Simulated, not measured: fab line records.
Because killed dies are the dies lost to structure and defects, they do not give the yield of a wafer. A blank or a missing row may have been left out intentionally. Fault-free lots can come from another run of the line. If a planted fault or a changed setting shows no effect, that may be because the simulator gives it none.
The tool behind it: which one? | flow n5-finfet | 24 lots, 72 wafers sampled, at 6 steps of a route of 1938

== WHAT EACH GAUGE READ, for each wafer ==
N5_BEOL_M0_CUTY_OVL_MEAS_58.
lot  | measured     | on         | M0_ABLK_OVL (nm)
L074 | day 5 18:15  | overlay-02 | 0.5 -1.2 0.9
L075 | day 6 00:25  | overlay-01 | 0.5 2.0 1.1
L076 | day 6 05:20  | overlay-02 | -0.8 0.5 -0.1
L077 | day 6 13:27  | overlay-02 | 0.6 1.1 2.2
L078 | day 6 15:25  | overlay-02 | 1.4 -0.1 0.7
L080 | day 7 01:03  | overlay-02 | 0.7 0.6 0.3
L079 | day 7 07:12  | overlay-01 | 0.2 -0.1 -0.5
L081 | day 7 13:25  | overlay-02 | 0.2 1.1 1.4
L082 | day 7 22:41  | overlay-02 | 0.2 0.6 1.4
L083 | day 8 01:50  | overlay-02 | 0.2 -0.3 0.5
L084 | day 8 05:59  | overlay-02 | 0.8 0.9 -0.7
L085 | day 8 17:36  | overlay-01 | -0.6 1.4 0.1
L086 | day 8 20:41  | overlay-02 | 1.5 0.4 1.4
L087 | day 9 00:47  | overlay-02 | -0.3 -0.3 -0.1
L088 | day 9 10:57  | overlay-01 | 1.8 -0.1 0.7
L089 | day 9 12:00  | overlay-02 | 0.5 0.9 0.9
L090 | day 9 16:15  | overlay-01 | -0.5 0.3 -0.3
L091 | day 10 05:05 | overlay-01 | 0.1 -0.6 1.9
L092 | day 10 08:17 | overlay-01 | -0.1 0.5 0.7
L093 | day 10 08:50 | overlay-02 | 0.6 0.5 0.9
L094 | day 10 15:25 | overlay-02 | 0.3 0.8 -0.5
L095 | day 10 18:33 | overlay-02 | 0.4 -1.2 -0.5
L096 | day 11 06:58 | overlay-01 | 0.3 -0.4 -1.1
L097 | day 11 10:37 | overlay-01 | 1.2 0.8 0.4

N5_BEOL_M0_INSPECT_127: inspects for defects (darkfield).
lot  | measured     | on                | raw-defect-count
L074 | day 6 01:08  | defect-inspect-02 | 99 120 125
L075 | day 6 05:10  | defect-inspect-01 | 74 51 82
L076 | day 6 10:35  | defect-inspect-02 | 84 87 80
L077 | day 6 18:29  | defect-inspect-01 | 86 49 93
L078 | day 6 20:50  | defect-inspect-01 | 62 66 69
L080 | day 7 08:25  | defect-inspect-01 | 65 58 41
L079 | day 7 12:47  | defect-inspect-01 | 103 54 81
L081 | day 7 19:44  | defect-inspect-01 | 46 52 61
L082 | day 8 04:37  | defect-inspect-01 | 78 45 55
L083 | day 8 06:17  | defect-inspect-01 | 92 84 36
L084 | day 8 14:58  | defect-inspect-02 | 41 31 71
L085 | day 8 21:57  | defect-inspect-01 | 57 43 62
L086 | day 9 02:19  | defect-inspect-02 | 53 49 52
L087 | day 9 08:22  | defect-inspect-01 | 52 38 71
L088 | day 9 18:11  | defect-inspect-02 | 63 56 82
L089 | day 9 17:32  | defect-inspect-01 | 74 80 90
L090 | day 9 22:22  | defect-inspect-02 | 39 53 37
L091 | day 10 12:26 | defect-inspect-01 | 59 76 57
L092 | day 10 15:23 | defect-inspect-02 | 92 98 62
L093 | day 10 16:47 | defect-inspect-01 | 56 45 71
L094 | day 10 20:32 | defect-inspect-02 | 70 61 119
L095 | day 11 02:10 | defect-inspect-01 | 97 63 65
L096 | day 11 15:21 | defect-inspect-02 | 80 155 138
L097 | day 11 17:05 | defect-inspect-02 | 63 40 55

== WHAT TOOL EACH LOT RAN ON (gives the tool, then ch and the chambers of the sampled wafers, and finally the start) ==
lot  | N5_BEOL_M0_SAQP_SPACER2_ETCHBACK_27 | N5_BEOL_M0_CUTY_ETCH_63            | N5_BEOL_M0_SPUTTER_132       | N5_BEOL_M0_SPUTTER_134
L074 | rie-diel-01 ch 2,3, day 5 16:12     | rie-diel-04 ch 1,2,3, day 5 18:23  | pvd-sputter-02, day 5 23:49  | pvd-sputter-02, day 5 23:56
L075 | rie-diel-02 ch 1,2, day 5 22:19     | rie-diel-04 ch 0,1,3, day 6 01:08  | pvd-sputter-03, day 6 03:48  | pvd-sputter-03, day 6 03:55
L076 | rie-diel-01 ch 0,2,3, day 6 02:43   | rie-diel-03 ch 2,3, day 6 05:28    | pvd-sputter-01, day 6 08:34  | pvd-sputter-01, day 6 08:41
L077 | rie-diel-02 ch 0,1,2, day 6 10:52   | rie-diel-05 ch 0,1,3, day 6 13:35  | pvd-sputter-03, day 6 16:42  | pvd-sputter-03, day 6 16:49
L078 | rie-diel-01 ch 0,1,2, day 6 13:17   | rie-diel-04 ch 0,1,2, day 6 15:33  | pvd-sputter-03, day 6 19:11  | pvd-sputter-03, day 6 19:18
L080 | rie-diel-06 ch 0,2,3, day 6 22:50   | rie-diel-03 ch 0,3, day 7 01:15    | pvd-sputter-03, day 7 07:07  | pvd-sputter-03, day 7 07:14
L079 | rie-diel-01 ch 0,1,2, day 7 04:58   | rie-diel-05 ch 1,2,3, day 7 07:20  | pvd-sputter-01, day 7 11:28  | pvd-sputter-01, day 7 11:35
L081 | rie-diel-02 ch 1,2, day 7 11:26     | rie-diel-05 ch 0,1,2, day 7 13:33  | pvd-sputter-01, day 7 17:20  | pvd-sputter-01, day 7 17:28
L082 | rie-diel-06 ch 2,3, day 7 20:50     | rie-diel-05 ch 0,3, day 7 23:09    | pvd-sputter-01, day 8 03:14  | pvd-sputter-01, day 8 03:22
L083 | rie-diel-01 ch 1,2, day 7 23:36     | rie-diel-05 ch 0,3, day 8 02:01    | pvd-sputter-02, day 8 04:58  | pvd-sputter-02, day 8 05:05
L084 | rie-diel-02 ch 0,2,3, day 8 03:26   | rie-diel-05 ch 2,3, day 8 06:15    | pvd-sputter-02, day 8 13:29  | pvd-sputter-02, day 8 13:37
L085 | rie-diel-06 ch 0,1,3, day 8 15:14   | rie-diel-04 ch 1,2,3, day 8 18:11  | pvd-sputter-01, day 8 20:37  | pvd-sputter-01, day 8 20:44
L086 | rie-diel-01 ch 0,1,2, day 8 18:04   | rie-diel-03 ch 0,3, day 8 20:50    | pvd-sputter-03, day 9 01:01  | pvd-sputter-03, day 9 01:08
L087 | rie-diel-06 ch 1,2, day 8 22:36     | rie-diel-03 ch 0,2,3, day 9 01:01  | pvd-sputter-03, day 9 06:51  | pvd-sputter-03, day 9 06:58
L088 | rie-diel-01 ch 0,1,3, day 9 08:58   | rie-diel-04 ch 1,2, day 9 11:05    | pvd-sputter-01, day 9 16:44  | pvd-sputter-01, day 9 16:51
L089 | rie-diel-06 ch 1,2,3, day 9 10:02   | rie-diel-05 ch 0,1,2, day 9 12:08  | pvd-sputter-01, day 9 16:11  | pvd-sputter-01, day 9 16:19
L090 | rie-diel-01 ch 0,2,3, day 9 14:17   | rie-diel-04 ch 0,2,3, day 9 16:29  | pvd-sputter-01, day 9 21:01  | pvd-sputter-01, day 9 21:08
L091 | rie-diel-01 ch 0,1,3, day 10 02:35  | rie-diel-03 ch 0,1,3, day 10 05:13 | pvd-sputter-02, day 10 11:07 | pvd-sputter-02, day 10 11:14
L092 | rie-diel-01 ch 0,3, day 10 06:18    | rie-diel-05 ch 1,3, day 10 08:28   | pvd-sputter-01, day 10 13:43 | pvd-sputter-01, day 10 13:50
L093 | rie-diel-01 ch 1,2,3, day 10 06:46  | rie-diel-04 ch 1,2, day 10 08:58   | pvd-sputter-03, day 10 15:28 | pvd-sputter-03, day 10 15:35
L094 | rie-diel-02 ch 0,1,3, day 10 13:18  | rie-diel-05 ch 0,2,3, day 10 15:33 | pvd-sputter-02, day 10 19:14 | pvd-sputter-02, day 10 19:21
L095 | rie-diel-02 ch 2,3, day 10 16:43    | rie-diel-03 ch 0,1,2, day 10 19:09 | pvd-sputter-01, day 11 00:48 | pvd-sputter-01, day 11 00:55
L096 | rie-diel-06 ch 1,2, day 11 05:07    | rie-diel-04 ch 0,1,3, day 11 07:43 | pvd-sputter-02, day 11 14:02 | pvd-sputter-02, day 11 14:09
L097 | rie-diel-06 ch 0,1,2, day 11 08:32  | rie-diel-03 ch 0,1, day 11 11:02   | pvd-sputter-01, day 11 15:41 | pvd-sputter-01, day 11 15:48
- N5_BEOL_M0_SAQP_SPACER2_ETCHBACK_27: etches SiO2 in CHF3/O2, target depth 22.5 nm, time 11.25 s.
- N5_BEOL_M0_CUTY_ETCH_63: etches SOC in N2/H2, target depth 82.7 nm, overetch 16.5 nm, time 124 s.
- N5_BEOL_M0_SPUTTER_132: material Cu, target thk 4 nm, time 7.37 s.
- N5_BEOL_M0_SPUTTER_134: material Cu, target thk 4 nm, time 7.37 s.

== WHAT THE TOOLS THEMSELVES READ (means of the sampled wafers that have a number; where no wafer has one, the mark that the record gives instead) ==
N5_BEOL_M0_SAQP_SPACER2_ETCHBACK_27.
lot  | tool        | drypump-motor-current-A (A) | mfc-ar-sccm (sccm) | oes-product-au (a.u.) | rf-vpp-V (V) | showerhead-plenum-p-Torr (Torr) | throttle-valve-pct (%)
L074 | rie-diel-01 | 5.9                         | 200.4              | 0.73                  | 523          | 2.40                            | 18.87
L075 | rie-diel-02 | 5.9                         | 200.3              | 0.79                  | 520          | 2.32                            | 18.72
L076 | rie-diel-01 | 5.8                         | 200.2              | 0.75                  | 521          | 2.35                            | 18.76
L077 | rie-diel-02 | 5.5                         | 199.0              | 0.81                  | 522          | 2.40                            | 18.67
L078 | rie-diel-01 | 5.5                         | 199.8              | 0.76                  | 521          | 2.39                            | 18.84
L080 | rie-diel-06 | 5.4                         | 199.4              | 0.72                  | 522          | 2.35                            | 18.97
L079 | rie-diel-01 | 5.5                         | 199.9              | 0.75                  | 523          | 2.38                            | 18.85
L081 | rie-diel-02 | 5.8                         | 200.1              | 0.77                  | 520          | 2.32                            | 18.74
L082 | rie-diel-06 | 5.2                         | 199.9              | 0.73                  | 515          | 2.31                            | 18.89
L083 | rie-diel-01 | 5.8                         | 200.2              | 0.72                  | 525          | 2.43                            | 18.88
L084 | rie-diel-02 | 5.4                         | 200.1              | 0.80                  | 525          | 2.43                            | 18.74
L085 | rie-diel-06 | 5.4                         | 199.4              | 0.73                  | 523          | 2.34                            | 19.01
L086 | rie-diel-01 | 5.5                         | 200.1              | 0.74                  | 522          | 2.38                            | 18.88
L087 | rie-diel-06 | 5.0                         | 199.2              | 0.74                  | 513          | 2.32                            | 18.91
L088 | rie-diel-01 | 5.3                         | 199.9              | 0.72                  | 522          | 2.37                            | 18.96
L089 | rie-diel-06 | 5.2                         | 200.5              | 0.72                  | 515          | 2.31                            | 18.91
L090 | rie-diel-01 | 5.8                         | 199.4              | 0.73                  | 521          | 2.34                            | 18.81
L091 | rie-diel-01 | 5.3                         | 199.6              | 0.73                  | 522          | 2.37                            | 18.97
L092 | rie-diel-01 | 5.6                         | 199.9              | 0.72                  | 520          | 2.33                            | 18.92
L093 | rie-diel-01 | 5.6                         | 199.3              | 0.70                  | 523          | 2.42                            | 18.99
L094 | rie-diel-02 | 5.8                         | 200.9              | 0.79                  | 523          | 2.42                            | 18.72
L095 | rie-diel-02 | 5.6                         | 199.8              | 0.75                  | 526          | 2.38                            | 18.86
L096 | rie-diel-06 | 5.0                         | 199.1              | 0.73                  | 513          | 2.31                            | 18.95
L097 | rie-diel-06 | 5.2                         | 200.1              | 0.73                  | 520          | 2.34                            | 19.06

N5_BEOL_M0_CUTY_ETCH_63.
lot  | tool        | drypump-motor-current-A (A) | h2-flow-sccm (sccm) | oes-product-au (a.u.) | rf-vpp-V (V) | showerhead-plenum-p-Torr (Torr) | throttle-valve-pct (%)
L074 | rie-diel-04 | 5.9                         | 200.3               | 0.58                  | 522.8        | 2.48                            | 17.92
L075 | rie-diel-04 | 5.9                         | 200.3               | 0.57                  | 522.2        | 2.53                            | 17.98
L076 | rie-diel-03 | 6.1                         | 199.5               | 0.65                  | 525.2        | 2.59                            | 17.87
L077 | rie-diel-05 | 6.2                         | 200.6               | 0.62                  | 523.7        | 2.54                            | 18.01
L078 | rie-diel-04 | 5.6                         | 199.7               | 0.57                  | 524.6        | 2.55                            | 17.84
L080 | rie-diel-03 | 6.2                         | 200.6               | 0.68                  | 524.3        | 2.57                            | 17.78
L079 | rie-diel-05 | 6.3                         | 199.5               | 0.61                  | 524.8        | 2.53                            | 18.00
L081 | rie-diel-05 | 6.2                         | 200.4               | 0.64                  | 521.6        | 2.48                            | 17.79
L082 | rie-diel-05 | 6.1                         | 200.0               | 0.66                  | 522.8        | 2.52                            | 17.85
L083 | rie-diel-05 | 6.2                         | 199.1               | 0.62                  | 525.0        | 2.58                            | 18.05
L084 | rie-diel-05 | 6.3                         | 200.4               | 0.64                  | 523.6        | 2.52                            | 17.81
L085 | rie-diel-04 | 5.9                         | 200.1               | 0.64                  | 521.0        | 2.47                            | 17.82
L086 | rie-diel-03 | 6.2                         | 199.6               | 0.67                  | 523.9        | 2.57                            | 17.82
L087 | rie-diel-03 | 5.9                         | 200.0               | 0.64                  | 524.6        | 2.58                            | 18.06
L088 | rie-diel-04 | 5.6                         | 199.4               | 0.70                  | 523.4        | 2.50                            | 17.53
L089 | rie-diel-05 | 6.2                         | 199.3               | 0.70                  | 521.8        | 2.48                            | 17.67
L090 | rie-diel-04 | 5.7                         | 200.4               | 0.78                  | 525.4        | 2.60                            | 17.56
L091 | rie-diel-03 | 6.2                         | 199.7               | 0.69                  | 524.0        | 2.54                            | 17.91
L092 | rie-diel-05 | 6.2                         | 200.3               | 0.63                  | 524.9        | 2.58                            | 18.12
L093 | rie-diel-04 | 5.5                         | 200.2               | 0.69                  | 523.1        | 2.50                            | 17.56
L094 | rie-diel-05 | 6.2                         | 199.9               | 0.63                  | 522.7        | 2.52                            | 17.86
L095 | rie-diel-03 | 5.9                         | 200.0               | 0.65                  | 524.5        | 2.56                            | 18.16
L096 | rie-diel-04 | 5.9                         | 199.5               | 0.69                  | 526.5        | 2.61                            | 17.76
L097 | rie-diel-03 | 6.3                         | 199.7               | 0.69                  | 522.6        | 2.52                            | 18.02

N5_BEOL_M0_SPUTTER_132.
lot  | tool           | throttle-valve-pct (%)
L074 | pvd-sputter-02 | 28.2
L075 | pvd-sputter-03 | 29.7
L076 | pvd-sputter-01 | 29.0
L077 | pvd-sputter-03 | 30.0
L078 | pvd-sputter-03 | 29.5
L080 | pvd-sputter-03 | 29.7
L079 | pvd-sputter-01 | 29.3
L081 | pvd-sputter-01 | 28.8
L082 | pvd-sputter-01 | 29.4
L083 | pvd-sputter-02 | 30.3
L084 | pvd-sputter-02 | 29.4
L085 | pvd-sputter-01 | 29.4
L086 | pvd-sputter-03 | 30.6
L087 | pvd-sputter-03 | 29.6
L088 | pvd-sputter-01 | 29.5
L089 | pvd-sputter-01 | 29.9
L090 | pvd-sputter-01 | 29.9
L091 | pvd-sputter-02 | 30.3
L092 | pvd-sputter-01 | 29.3
L093 | pvd-sputter-03 | 30.2
L094 | pvd-sputter-02 | 30.3
L095 | pvd-sputter-01 | 29.1
L096 | pvd-sputter-02 | 30.3
L097 | pvd-sputter-01 | 29.9

N5_BEOL_M0_SPUTTER_134.
lot  | tool           | throttle-valve-pct (%)
L074 | pvd-sputter-02 | 28.2
L075 | pvd-sputter-03 | 29.6
L076 | pvd-sputter-01 | 28.9
L077 | pvd-sputter-03 | 30.0
L078 | pvd-sputter-03 | 29.7
L080 | pvd-sputter-03 | 29.6
L079 | pvd-sputter-01 | 29.4
L081 | pvd-sputter-01 | 28.8
L082 | pvd-sputter-01 | 29.5
L083 | pvd-sputter-02 | 30.3
L084 | pvd-sputter-02 | 29.3
L085 | pvd-sputter-01 | 29.4
L086 | pvd-sputter-03 | 30.5
L087 | pvd-sputter-03 | 29.6
L088 | pvd-sputter-01 | 29.5
L089 | pvd-sputter-01 | 29.8
L090 | pvd-sputter-01 | 29.9
L091 | pvd-sputter-02 | 30.3
L092 | pvd-sputter-01 | 29.3
L093 | pvd-sputter-03 | 30.2
L094 | pvd-sputter-02 | 30.4
L095 | pvd-sputter-01 | 29.1
L096 | pvd-sputter-02 | 30.3
L097 | pvd-sputter-01 | 29.8

== THE ANSWER, worked out from the rows above alone ==
Rule: the lots themselves supply what counts as usual. The widest of any qualifying gaps counts: lots, ordered by their means at a reading, are off when they make up no more than a third of the lots, leave a main group of 4 or more, and stand apart from it by 3 or more times the standard deviation of that group's means. If all means in a main group match to the digits the tables above print for the reading, that group is not used. Also off: a lot with no number at a reading for which 4 or more lots have one. The other lots that the step has rows for count as sound. The gauges are gone through in route order, then the tools' own readings, and for those a lot's mean is taken as printed above. The first step at which some lot is off is used, and at that step the reading that is off furthest; a lot without a number counts as furthest.
None of the lots is off at any reading shown; this tells nothing.

== WHAT THE SIMULATOR HAD INSERTED ==
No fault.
